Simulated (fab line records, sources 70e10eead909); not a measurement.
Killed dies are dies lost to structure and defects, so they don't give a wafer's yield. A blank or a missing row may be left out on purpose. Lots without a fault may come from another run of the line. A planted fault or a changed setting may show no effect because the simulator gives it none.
Chamber matching | flow nand_harc | NHARC_A_CHANNEL_FILL_D1_ETCHBACK_20 on rie_diel-08: 4 sister chambers
The step etches the open film in C4F8/O2/Ar, target depth 27 nm, time 13.5 s. 8 wafers are shown with their chamber, then 8 later ones without.

WAFERS WITH THEIR CHAMBER
wafer  | chamber | rf_vpp_V (V) | oes_product_au (a.u.)
L080.6 | 1       | 988          | 1.00
L081.1 | 2       | 985          | 0.92
L081.4 | 3       | 972          | 0.91
L081.6 | 0       | 976          | 0.93
L084.1 | 2       | 985          | 0.99
L084.2 | 3       | 972          | 0.99
L084.4 | 0       | 979          | 0.99
L086.1 | 1       | 987          | 0.93

WAFERS WITHOUT THEIR CHAMBER
wafer  | rf_vpp_V (V) | oes_product_au (a.u.)
L086.2 | 977          | 0.92
L086.6 | 989          | 0.93
L094.1 | 983          | 1.00
L094.2 | 973          | 1.00
L094.6 | 973          | 0.99
L096.1 | 984          | 0.98
L096.3 | 978          | 0.99
L096.4 | 987          | 0.98

WHICH CHAMBER EACH WENT THROUGH
wafer  | from the rows above     | in truth
L086.2 | 0                       | 0
L086.6 | 1                       | 1
L094.1 | 2                       | 2
L094.2 | 3                       | 3
L094.6 | 3                       | 3
L096.1 | 2                       | 2
L096.3 | 0                       | 0
L096.4 | can't be placed: 1 or 2 | 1
Placed correctly: 7 of 8. Can't be placed from these rows: 1 (the true chamber is among the candidates in 1). Placed wrongly: 0.
How it was worked out, from the rows above alone: a wafer's distance from a chamber is the root of the sum, over the readings, of the square of ((its reading less the chamber's mean) divided by the reading's scatter). The wafer belongs to the nearest chamber; if the next one is less than 2 further off, it can't be placed. A chamber's mean is the mean of its shown wafers. The scatter: the root of (the sum of the squares of (reading less its chamber's mean) over the shown wafers, divided by (wafers less chambers)).
